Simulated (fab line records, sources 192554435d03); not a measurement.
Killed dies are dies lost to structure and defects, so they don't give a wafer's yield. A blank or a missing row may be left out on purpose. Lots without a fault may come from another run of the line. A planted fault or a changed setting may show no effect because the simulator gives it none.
Split-lot experiment | flow n5_finfet | 7 lots, 39 wafers read, on a route of 1938 steps

THE SPLIT
At N5_FIN_SAQP_MANDREL_ETCH_22 (etches a-Si in HBr/Cl2, stops on SiNx, target depth 60 nm, bt time 10 s, time 30 s), the setting icp_w was moved away from the recipe's 800 W on 9 of the 39 wafers read, by +11.1% to +17.9%. The other wafers ran this setting at the recipe's value.

The reading is taken at the split's own step.

THE READING
SOC_of_FIN_SAQP_COAT_49.thk_nm (the simulator's own value, which no gauge read), in nm, at N5_FIN_SAQP_MANDREL_ETCH_22 (etches a-Si in HBr/Cl2, stops on SiNx, target depth 60 nm, bt time 10 s, time 30 s). The file gives no usual value for it. The 30 wafers here that ran the recipe average 75.99 nm, standard deviation 0.34 nm.

wafer  | tool, chamber at the split | icp_w as run, W | against the recipe | SOC_of_FIN_SAQP_COAT_49.thk_nm, nm | against lot-mates on the recipe
L074.1 | rie_si-06, 0               | 800             | recipe             | 76.51                              | -
L074.2 | rie_si-06, 1               | 800             | recipe             | 76.4                               | -
L074.6 | rie_si-06, 2               | 800             | recipe             | 76.12                              | -
L075.1 | rie_si-06, 3               | 800             | recipe             | 75.89                              | -
L075.2 | rie_si-06, 1               | 800             | recipe             | 75.78                              | -
L075.3 | rie_si-06, 2               | 800             | recipe             | 75.34                              | -
L075.4 | rie_si-06, 0               | 800             | recipe             | 75.88                              | -
L075.5 | rie_si-06, 0               | 800             | recipe             | 76.11                              | -
L075.6 | rie_si-06, 1               | 800             | recipe             | 75.97                              | -
L083.1 | rie_si-04, 0               | 800             | recipe             | 75.53                              | -
L083.2 | rie_si-04, 3               | 800             | recipe             | 75.97                              | -
L083.3 | rie_si-04, 1               | 800             | recipe             | 75.5                               | -
L083.4 | rie_si-04, 2               | 800             | recipe             | 76.1                               | -
L083.5 | rie_si-04, 0               | 800             | recipe             | 75.85                              | -
L083.6 | rie_si-04, 1               | 800             | recipe             | 75.27                              | -
L084.1 | rie_si-06, 0               | 800             | recipe             | 76.13                              | -
L084.2 | rie_si-06, 3               | 800             | recipe             | 76.03                              | -
L084.3 | rie_si-06, 2               | 800             | recipe             | 75.62                              | -
L084.4 | rie_si-06, 1               | 800             | recipe             | 76.02                              | -
L084.5 | rie_si-06, 2               | 800             | recipe             | 75.91                              | -
L084.6 | rie_si-06, 1               | 800             | recipe             | 76.67                              | -
L085.1 | rie_si-06, 2               | 943.1           | +17.9%             | 74.75                              | -1.59
L085.2 | rie_si-06, 3               | 943.1           | +17.9%             | 75.06                              | -1.28
L085.3 | rie_si-06, 0               | 943.1           | +17.9%             | 74.77                              | -1.57
L085.4 | rie_si-06, 1               | 800             | recipe             | 76.42                              | -
L085.5 | rie_si-06, 1               | 800             | recipe             | 76.36                              | -
L085.6 | rie_si-06, 0               | 800             | recipe             | 76.23                              | -
L087.1 | rie_si-02, 3               | 920             | +15.0%             | 75.13                              | -1.14
L087.2 | rie_si-02, 0               | 920             | +15.0%             | 74.91                              | -1.36
L087.3 | rie_si-02, 1               | 800             | recipe             | 76.28                              | -
L087.4 | rie_si-02, 2               | 800             | recipe             | 76.22                              | -
L087.5 | rie_si-02, 0               | 800             | recipe             | 76.3                               | -
L087.6 | rie_si-02, 1               | 920             | +15.0%             | 75.15                              | -1.12
L088.1 | rie_si-02, 1               | 888.9           | +11.1%             | 74.99                              | -0.75
L088.2 | rie_si-02, 0               | 800             | recipe             | 75.57                              | -
L088.3 | rie_si-02, 3               | 888.9           | +11.1%             | 74.58                              | -1.16
L088.4 | rie_si-02, 2               | 800             | recipe             | 75.91                              | -
L088.5 | rie_si-02, 1               | 800             | recipe             | 75.74                              | -
L088.6 | rie_si-02, 0               | 888.9           | +11.1%             | 74.56                              | -1.18

THE FIT
A straight line over all 39 wafers: SOC_of_FIN_SAQP_COAT_49.thk_nm changes by -0.0712 nm for each +1% of icp_w; r = -0.80; the points scatter about the line by 0.35 nm.
The same after taking each lot's own level away (the mean of its wafers on the recipe; 39 wafers): -0.0834 nm for each +1%; r = -0.92; scatter 0.22 nm.
On that fit, the largest move of icp_w shifts the reading by 1.5 nm.
The lots' own levels span 75.703 to 76.343 nm, that is 1.9 times the standard deviation above.
So the lot-to-lot level blurs the effect unless lot-mates are compared.
Check: with one of the wafers moved furthest among these (+17.9%) left out of the fit, the line predicts -1.48 nm for it against its lot-mates. It came out at -1.59 nm against them.

THE FILE'S OWN FIT
SOC_of_FIN_SAQP_COAT_49.thk_nm changes by -0.0838 nm for each +1% of icp_w, r = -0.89.
